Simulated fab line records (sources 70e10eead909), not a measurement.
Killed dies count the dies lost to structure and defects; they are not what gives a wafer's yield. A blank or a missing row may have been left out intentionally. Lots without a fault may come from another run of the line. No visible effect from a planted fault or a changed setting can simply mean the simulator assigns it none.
A sampling plan put to the test | flow nand-harc | each of the 18 faults these records tell of, on one fab line, judged from the records of the lots it struck
What counts as the plan is the set of the line's own looks, namely the steps on the route at which a gauge or an inspection reads a wafer and does not change it. A look is open to judgement when struck wafers have a number at it and the file gives its usual mean and standard deviation on fault-free wafers. Caught: 4 or more of those standard deviations (sigma) separate the usual mean from the mean of the struck wafers at a look after the fault's first step. On the tool: the test repeated on the tool's own readings taken at the fault's steps. Caught also covers a different recipe on the struck wafers, or a record left blank for those wafers only.

THE FAULTS, as the simulator had put them in
1. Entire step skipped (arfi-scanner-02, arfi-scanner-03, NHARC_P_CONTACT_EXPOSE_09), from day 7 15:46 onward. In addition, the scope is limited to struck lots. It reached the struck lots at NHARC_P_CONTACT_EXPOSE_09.
2. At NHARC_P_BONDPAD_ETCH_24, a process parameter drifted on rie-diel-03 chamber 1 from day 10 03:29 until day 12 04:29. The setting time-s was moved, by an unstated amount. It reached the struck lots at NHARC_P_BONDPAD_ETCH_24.
3. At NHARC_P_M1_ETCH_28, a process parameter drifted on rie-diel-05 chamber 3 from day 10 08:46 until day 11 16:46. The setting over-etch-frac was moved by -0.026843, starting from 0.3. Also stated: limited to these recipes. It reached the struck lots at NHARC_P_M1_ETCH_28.
4. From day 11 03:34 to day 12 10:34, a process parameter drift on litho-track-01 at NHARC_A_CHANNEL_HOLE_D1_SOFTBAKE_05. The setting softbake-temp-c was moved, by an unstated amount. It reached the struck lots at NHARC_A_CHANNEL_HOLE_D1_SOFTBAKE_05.
5. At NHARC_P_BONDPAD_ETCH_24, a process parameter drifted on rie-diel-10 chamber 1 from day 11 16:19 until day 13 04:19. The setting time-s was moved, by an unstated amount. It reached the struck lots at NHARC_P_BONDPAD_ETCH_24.
6. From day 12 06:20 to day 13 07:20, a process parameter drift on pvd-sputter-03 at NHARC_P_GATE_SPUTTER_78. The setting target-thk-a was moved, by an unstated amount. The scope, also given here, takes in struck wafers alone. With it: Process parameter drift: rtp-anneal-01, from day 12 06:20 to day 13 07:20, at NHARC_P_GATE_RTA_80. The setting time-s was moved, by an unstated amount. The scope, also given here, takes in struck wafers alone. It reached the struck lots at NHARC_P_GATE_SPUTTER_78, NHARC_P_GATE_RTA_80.
7. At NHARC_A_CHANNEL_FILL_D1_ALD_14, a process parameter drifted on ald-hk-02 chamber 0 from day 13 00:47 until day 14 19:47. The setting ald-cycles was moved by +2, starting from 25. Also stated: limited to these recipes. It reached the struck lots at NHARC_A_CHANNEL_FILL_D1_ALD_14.
8. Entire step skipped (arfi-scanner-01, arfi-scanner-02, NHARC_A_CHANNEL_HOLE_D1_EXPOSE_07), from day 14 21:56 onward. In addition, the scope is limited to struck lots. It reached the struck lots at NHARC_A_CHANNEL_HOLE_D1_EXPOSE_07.
9. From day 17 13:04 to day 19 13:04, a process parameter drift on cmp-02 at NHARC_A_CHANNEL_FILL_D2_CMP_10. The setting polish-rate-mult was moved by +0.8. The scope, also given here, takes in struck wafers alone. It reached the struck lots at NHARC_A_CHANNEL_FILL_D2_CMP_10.
10. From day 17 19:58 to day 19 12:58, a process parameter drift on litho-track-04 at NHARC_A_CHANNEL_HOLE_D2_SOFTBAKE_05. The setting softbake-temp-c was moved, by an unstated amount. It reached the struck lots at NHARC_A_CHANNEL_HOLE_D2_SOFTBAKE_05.
11. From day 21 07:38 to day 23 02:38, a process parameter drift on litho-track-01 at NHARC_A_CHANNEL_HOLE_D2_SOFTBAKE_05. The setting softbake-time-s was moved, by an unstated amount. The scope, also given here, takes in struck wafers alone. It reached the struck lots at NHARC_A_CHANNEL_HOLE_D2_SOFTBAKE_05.
12. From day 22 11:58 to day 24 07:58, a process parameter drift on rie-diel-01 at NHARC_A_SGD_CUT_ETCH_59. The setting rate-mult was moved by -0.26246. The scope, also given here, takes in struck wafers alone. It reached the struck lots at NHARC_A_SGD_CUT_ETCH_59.
13. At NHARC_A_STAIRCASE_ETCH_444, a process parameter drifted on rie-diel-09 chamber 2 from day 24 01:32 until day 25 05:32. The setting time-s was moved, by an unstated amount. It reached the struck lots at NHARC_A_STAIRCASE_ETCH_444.
14. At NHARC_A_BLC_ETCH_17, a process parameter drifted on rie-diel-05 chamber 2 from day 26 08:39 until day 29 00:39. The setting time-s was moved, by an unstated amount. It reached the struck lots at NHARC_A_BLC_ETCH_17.
15. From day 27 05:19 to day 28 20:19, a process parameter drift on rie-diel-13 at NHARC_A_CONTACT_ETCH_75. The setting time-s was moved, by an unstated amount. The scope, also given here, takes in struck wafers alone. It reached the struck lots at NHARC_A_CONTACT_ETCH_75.
16. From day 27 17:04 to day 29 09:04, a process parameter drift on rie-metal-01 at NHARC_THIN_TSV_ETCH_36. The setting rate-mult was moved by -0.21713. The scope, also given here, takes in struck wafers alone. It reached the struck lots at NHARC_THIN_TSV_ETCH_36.
17. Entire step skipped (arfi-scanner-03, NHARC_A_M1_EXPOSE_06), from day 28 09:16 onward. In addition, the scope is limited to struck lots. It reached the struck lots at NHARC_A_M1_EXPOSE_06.
18. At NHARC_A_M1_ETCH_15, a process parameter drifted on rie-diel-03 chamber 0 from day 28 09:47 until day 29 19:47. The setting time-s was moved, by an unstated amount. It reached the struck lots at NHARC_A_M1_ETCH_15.

WHAT THE PLAN SAW
fault | on the tool itself                       | first look that catches it                      | reading, sigma                                        | median hours from its first step to that look | hours from the fault's start to the first struck lot there | judged looks passed uncaught
1     | no reading that can be judged            | no look after it can be judged                  | -                                                     | -                                             | -                                                          | 0
2     | run-length-s +21 sigma                   | no look after it can be judged                  | -                                                     | -                                             | -                                                          | 0
3     | under 2 sigma                            | not the one look that can be judged after it    | -                                                     | -                                             | -                                                          | 1
4     | heater-power-total-W -59 sigma           | not the one look that can be judged after it    | strongest: killed-at-other at NHARC_END_SORT_01, +2.3 | -                                             | -                                                          | 1
5     | run-length-s -44 sigma                   | no look after it can be judged                  | -                                                     | -                                             | -                                                          | 0
6     | under 2 sigma                            | none of the 2 looks that can be judged after it | -                                                     | -                                             | -                                                          | 2
7     | under 2 sigma                            | no look after it can be judged                  | -                                                     | -                                             | -                                                          | 0
8     | no reading that can be judged            | no look after it can be judged                  | -                                                     | -                                             | -                                                          | 0
9     | time-to-endpoint-s -4.9 sigma            | no look after it can be judged                  | -                                                     | -                                             | -                                                          | 0
10    | heater-power-total-W -68 sigma           | no look after it can be judged                  | -                                                     | -                                             | -                                                          | 0
11    | heater-power-total-W +99 or beyond sigma | none of the 2 looks that can be judged after it | strongest: killed-open at NHARC_END_SORT_01, +2.6     | -                                             | -                                                          | 2
12    | oes-product-au -16 sigma                 | NHARC_END_SORT_01                               | killed-dies +28                                       | 129.5                                         | 140                                                        | 0
13    | run-length-s -99 or beyond sigma         | not the one look that can be judged after it    | -                                                     | -                                             | -                                                          | 1
14    | run-length-s -99 or beyond sigma         | not the one look that can be judged after it    | -                                                     | -                                             | -                                                          | 1
15    | run-length-s -40 sigma                   | not the one look that can be judged after it    | -                                                     | -                                             | -                                                          | 1
16    | oes-product-au -13 sigma                 | not the one look that can be judged after it    | -                                                     | -                                             | -                                                          | 1
17    | no reading that can be judged            | no look after it can be judged                  | -                                                     | -                                             | -                                                          | 0
18    | run-length-s -26 sigma                   | not the one look that can be judged after it    | -                                                     | -                                             | -                                                          | 1
Dash: fault not caught, or number not given in these records.

Caught at a look: 1 of 18. Caught on the tool: 12 of 18. By one or the other: 12 of 18.
Faults 2, 4, 5, 9, 10, 11, 13, 14, 15, 16, 18 were caught on the tool alone.
Caught by neither: faults 1, 3, 6, 7, 8, 17.

THINNER SAMPLING
If the look that catches a fault measured only every second or every third lot, by lot number, the first struck lot would be measured this late in the worst case:
fault | struck lots at that look, in order of time | every lot | every second lot | every third lot
12    | L416, L417                                 | 140 h     | 165 h            | may miss all 2
Hours count from the start of the fault until the first struck lot that is measured. 4 sigma limit: tested on the pooled struck wafers, so a lone lot may be under it. Other struck lots may not be in these records.

THE LONGEST TIMED WAY FROM STEP TO LOOK
Fault 12: a median of 129.5 hours passes between NHARC_A_SGD_CUT_ETCH_59 and NHARC_END_SORT_01. No look between them can be judged.
